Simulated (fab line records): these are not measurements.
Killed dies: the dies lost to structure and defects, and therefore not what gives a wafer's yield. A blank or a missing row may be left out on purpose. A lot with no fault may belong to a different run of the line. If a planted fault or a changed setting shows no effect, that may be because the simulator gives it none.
Which tool was responsible? | flow n5-finfet | 7 lots with 21 wafers sampled at 3 steps, on a route of 1938 steps

## WHAT EACH GAUGE READ, for each wafer
N5_GATE_CUT_OVL_MEAS_14.
lot  | measured     | on         | GATE_CUT_OVL (nm)
L650 | day 4 14:56  | overlay-01 | -0.1 0.8 1.1
L653 | day 5 20:55  | overlay-02 | 0.0 -0.2 0.6
L655 | day 6 00:15  | overlay-01 | -0.3 0.1 -0.8
L660 | day 7 14:08  | overlay-01 | 0.1 -0.2 1.2
L665 | day 8 17:52  | overlay-02 | - - -
L669 | day 9 15:12  | overlay-01 | 0.1 -0.6 -0.1
L672 | day 10 04:21 | overlay-02 | -0.2 0.3 0.0

## EACH LOT AND THE TOOL THAT RAN IT (in order: tool; ch and the chambers of the sampled wafers; start)
lot  | N5_HKMG_FIN_CMP_23           | N5_GATE_CUT_EXPOSE_10
L650 | cmp-02 ch 0,1, day 4 10:24   | euv-scanner-02 ch 0, day 4 14:46
L653 | cmp-04 ch 0,1,2, day 5 14:16 | euv-scanner-02 ch 0, day 5 20:44
L655 | cmp-03 ch 1,2,3, day 5 19:46 | euv-scanner-02 ch 0, day 6 00:05
L660 | cmp-03 ch 0,1, day 7 09:38   | euv-scanner-02 ch 0, day 7 13:59
L665 | cmp-04 ch 1,2, day 8 13:25   | euv-scanner-02, day 8 17:43
L669 | cmp-03 ch 1,2,3, day 9 10:48 | euv-scanner-01 ch 0, day 9 15:02
L672 | cmp-03 ch 0,3, day 9 23:55   | euv-scanner-01 ch 0, day 10 04:11
- N5_HKMG_FIN_CMP_23: polishes, stops on SiNx, t overpolish 10 s, target thk 46.326 nm.
- N5_GATE_CUT_EXPOSE_10: exposes mask GATE CUT, target cd 20 nm.

## THE ANSWER, worked out from the rows above alone
Rule: what is usual is taken from the lots themselves. The widest of any qualifying gaps counts: lots, ordered by their means at a reading, are off when they make up no more than a third of the lots, leave a main group of 4 or more, and stand apart from it by 3 or more times the standard deviation of that group's means. The tables above print the reading to a certain number of digits; a main group whose means all agree to those digits is not used. Also off: a lot with no number at a reading for which 4 or more lots have one. Where the step has rows for the other lots, those lots are counted as sound.
Off: L665, at N5_GATE_CUT_OVL_MEAS_14 (GATE_CUT_OVL). Without a number there: L665. The main group has a mean of 0.1 nm with a standard deviation of 0.32.
If a tool, at a process step before that reading, ran all the lots that are off and no sound lot after the first of them, it fits. Those tools and the gauges at N5_GATE_CUT_OVL_MEAS_14 are tried in the same way. 2 tools fit, cmp-04 at N5_HKMG_FIN_CMP_23 and euv-scanner-02 at N5_GATE_CUT_EXPOSE_10, so this cannot tell which one it is.

## WHAT HAD BEEN PUT IN BY THE SIMULATOR
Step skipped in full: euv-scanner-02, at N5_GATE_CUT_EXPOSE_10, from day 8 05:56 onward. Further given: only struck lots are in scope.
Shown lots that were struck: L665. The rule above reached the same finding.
